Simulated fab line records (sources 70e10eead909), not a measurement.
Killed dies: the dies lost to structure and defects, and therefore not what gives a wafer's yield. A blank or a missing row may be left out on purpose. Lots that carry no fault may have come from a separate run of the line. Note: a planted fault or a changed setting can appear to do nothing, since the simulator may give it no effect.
8D (eight disciplines) problem report, filled in by code -- flow nandHarc -- the parts of the form that need people (team, actions taken, sign-off) are left out

## 1. PROBLEM STATEMENT
Wafers without a fault read 29, standard deviation 11; killedAtArray at NHARC_END_SORT_01 reads a mean of 674 on 6 wafers belonging to 2 lots. Measured from the usual mean, that is +59 standard deviations.
The first sign was on wafer L930.1 at day 23 14:38, on prober-02. At this step, 6 wafers from 2 lots have a number in the record. Rule for "out" (also "out of limits"): further than 4 standard deviations from the usual mean. The rest of the wafers with a number are treated as sound.

## 2. WHAT IT IS, WHAT IT ISN'T
question,is,is not
which readings at this step,"killedAtArray, killedDies","killedAtOther, killedAtPeriphery, killedShort"
which lots,"L929, L930",-
which wafers of those lots,all that have a number,-
read on which gauges,prober-02,-
when,from day 23 14:38,up to then (0 sound wafers)

## 3. SUSPECTS, AND WHAT RULES EACH OUT
Counting: any tool at a process step up to the reading is kept as a suspect provided that every lot that is out went through it and no sound lot did after the first of them.
- ruled out: the gauge at NHARC_END_SORT_01. All the wafers that are out were read on prober-02, but those of them that NHARC_A_CONTACT_CMP_20 has rows for are out there too, on other tools.
- rieDiel-03 at NHARC_A_CONTACT_ETCH_89 (etches the open film in N2/H2, target depth 260 nm, time 475.3 s): kept. It ran every lot that is out, first L929 (day 21 13:17), and no sound lot after that. NHARC_A_CONTACT_ETCH_89: start missing for some lots; hours and lot order therefore follow NHARC_A_CONTACT_CVD_19.
- cvdW-01 at NHARC_A_CONTACT_CVD_19 (deposits W, target thk 300 nm, time 802 s): kept. It ran every lot that is out, first L929 (day 21 13:17), and no sound lot after that.
Left after counting: rieDiel-03 at NHARC_A_CONTACT_ETCH_89, cvdW-01 at NHARC_A_CONTACT_CVD_19.

## 4. THE CAUSE (what the simulator had put in)
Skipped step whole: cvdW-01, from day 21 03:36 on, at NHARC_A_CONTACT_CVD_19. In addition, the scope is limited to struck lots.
This tool is one of the 2 suspects left after counting.

## 5. SEQUENCE OF EFFECTS, ordered by route
Each row: a reading where the mean over the struck wafers with a number is more than 3 standard deviations away from the usual. Only readings whose record carries a usual standard deviation are examined. hours: median over the lots of the time between each lot's start at the first step of this table that gives one and its start at this step. sigmas: the change, counted in usual standard deviations.
hours,step,reading,usual,on struck wafers,change,sigmas
0,NHARC_A_CONTACT_CMP_20,timeToEndpointS,58.9 s,0.3,-58.6,-20
52,NHARC_END_SORT_01,killedAtArray,29,674,+645,+59
52,NHARC_END_SORT_01,killedDies,33,677,+644,+54
Process steps it contains:
- NHARC_A_CONTACT_CMP_20: polishes, t overpolish 30 s, target thk 300 nm.
Readings that are blank on the struck wafers while sound wafers have them: chamberPressureTorr at NHARC_A_CONTACT_CVD_19; heaterPowerOuterW at NHARC_A_CONTACT_CVD_19; heaterPowerW at NHARC_A_CONTACT_CVD_19; throttleValvePct at NHARC_A_CONTACT_CVD_19.

## 6. HOW IT WOULD HAVE BEEN CAUGHT EARLIER
The first out-of-limits reading at a measuring or inspecting step in this record came at day 23 14:38, 59 hours after the fault's start at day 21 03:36.
At NHARC_A_CONTACT_CVD_19 the tool's readings are blank on the struck wafers, where sound wafers have them: an empty tool record is the first sign, and it was there at once.
By day 23 14:38, every lot that is out (2) had started NHARC_A_CONTACT_CVD_19 on cvdW-01. Holding the tool at that point would not have protected any of them.
